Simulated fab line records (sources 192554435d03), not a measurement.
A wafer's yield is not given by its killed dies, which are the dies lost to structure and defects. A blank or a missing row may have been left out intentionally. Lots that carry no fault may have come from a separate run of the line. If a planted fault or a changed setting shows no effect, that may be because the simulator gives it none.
The same fault as seen by 3 desks || flow n5Finfet || only its own numbers are on each desk; what lay behind them is given at the end

TOOL OWNER'S DESK, aldSin-01
The tool's own readings at N5_GATE_CUT_ALD_22 (deposits SiNx, target thk 16 nm, pulse time 1 s, ald cycles 320): means of the sampled wafers that have a number, for each lot that ran on this tool. Marked OUT: a lot whose mean sits more than 4 standard deviations from the usual mean, which makes it out of limits; the brackets give that distance.
Columns: A = heaterPowerW at N5_GATE_CUT_ALD_22, usual 802 W; B = precursorPulseHeightRel at N5_GATE_CUT_ALD_22, usual 0.999
{"lot": "L761", "first seen here": "day 5 07:49", "A": 820, "B": 0.992}
{"lot": "L765", "first seen here": "day 6 05:36", "A": 752, "B": 1.001}
{"lot": "L774", "first seen here": "day 8 11:19", "A": 757, "B": 1.010}
{"lot": "L775", "first seen here": "day 8 18:20", "A": 897, "B": 0.998}
This desk's verdict: no lot among the 4 shows anything out of limits.

THE DEFECT DESK
Counts from the inspections along the route, per lot, as means over the sampled wafers that have a number. Marked OUT: a lot whose mean sits more than 4 standard deviations from the usual mean, which makes it out of limits; the brackets give that distance.
Columns: A = rawDefectCount at N5_PASSIVATION_INSPECT_61, usual 2.1
{"lot": "L761", "first seen here": "day 12 08:04", "A": 2.0}
{"lot": "L759", "first seen here": "day 12 08:49", "A": 1.7}
{"lot": "L760", "first seen here": "day 12 10:01", "A": 2.0}
{"lot": "L762", "first seen here": "day 13 03:41", "A": 3.7}
{"lot": "L765", "first seen here": "day 13 12:54", "A": 2.0}
{"lot": "L774", "first seen here": "day 15 09:05", "A": 2.0}
{"lot": "L775", "first seen here": "day 15 19:10", "A": 3.0}
{"lot": "L779", "first seen here": "day 16 17:36", "A": 0.7}
{"lot": "L777", "first seen here": "day 16 22:55", "A": 2.7}
{"lot": "L781", "first seen here": "day 17 12:53", "A": 2.7}
This desk's verdict: no lot among the 10 shows anything out of limits.

THE METROLOGY DESK
Means of the sampled wafers that have a number, per lot and without regard to the tool the lot ran on: this is what the gauges read. Marked OUT: a lot whose mean sits more than 4 standard deviations from the usual mean, which makes it out of limits; the brackets give that distance. Shown here are 7 of its 10 readings, the ones lying furthest out on some lot.
Columns: A = DIBL_P at N5_BEOL_M4_RC_MEAS_101, usual 36.2 mV/V; B = IOFF_N at N5_BEOL_M4_RC_MEAS_101, usual 0.157 nA/um; C = IOFF_P at N5_BEOL_M4_RC_MEAS_101, usual 0.206 nA/um; D = ION_N at N5_BEOL_M4_RC_MEAS_101, usual 673 uA/um; E = SS_N at N5_BEOL_M4_RC_MEAS_101, usual 71.5 mV/dec; F = SS_P at N5_BEOL_M4_RC_MEAS_101, usual 73.2 mV/dec; G = VT_P at N5_BEOL_M4_RC_MEAS_101, usual -250.6 mV
{"lot": "L761", "first seen here": "day 8 05:05", "A": 35.6, "B": 0.173, "C": 0.198, "D": 684, "E": 71.6, "F": 73.7, "G": -252.2}
{"lot": "L759", "first seen here": "day 8 05:33", "A": 35.3, "B": 0.145, "C": 0.190, "D": 674, "E": 70.7, "F": 73.4, "G": -251.6}
{"lot": "L760", "first seen here": "day 8 10:10", "A": 37.1, "B": 0.152, "C": 0.209, "D": 662, "E": 72.0, "F": 73.6, "G": -251.4}
{"lot": "L762", "first seen here": "day 9 11:14", "A": 36.7, "B": 0.150, "C": 0.209, "D": 678, "E": 71.1, "F": 73.0, "G": -250.9}
{"lot": "L765", "first seen here": "day 9 13:46", "A": 37.5, "B": 0.191, "C": 0.251, "D": 675, "E": 72.0, "F": 73.9, "G": -247.4}
{"lot": "L774", "first seen here": "day 11 15:38", "A": 36.2, "B": 0.150, "C": 0.208, "D": 663, "E": 71.3, "F": 73.2, "G": -250.4}
{"lot": "L775", "first seen here": "day 12 04:47", "A": 36.9, "B": 0.165, "C": 0.200, "D": 670, "E": 71.3, "F": 73.2, "G": -253.0}
{"lot": "L777", "first seen here": "day 12 17:07", "A": 34.9, "B": 0.133, "C": 0.166, "D": 664, "E": 71.4, "F": 72.9, "G": -255.3}
{"lot": "L779", "first seen here": "day 13 01:10", "A": 34.6, "B": 0.143, "C": 0.208, "D": 675, "E": 71.2, "F": 72.8, "G": -247.3}
{"lot": "L781", "first seen here": "day 13 18:34", "A": 39.3, "B": 0.193, "C": 0.216, "D": 690, "E": 71.8, "F": 73.5, "G": -248.7}
This desk's verdict: no lot among the 10 shows anything out of limits.

ALL TOGETHER
The tool owner's desk saw nothing out of limits.
Nothing the defect desk looked at was out of limits.
From the metrology desk's view, nothing was out of limits.

WHAT THE SIMULATOR HAD PUT IN
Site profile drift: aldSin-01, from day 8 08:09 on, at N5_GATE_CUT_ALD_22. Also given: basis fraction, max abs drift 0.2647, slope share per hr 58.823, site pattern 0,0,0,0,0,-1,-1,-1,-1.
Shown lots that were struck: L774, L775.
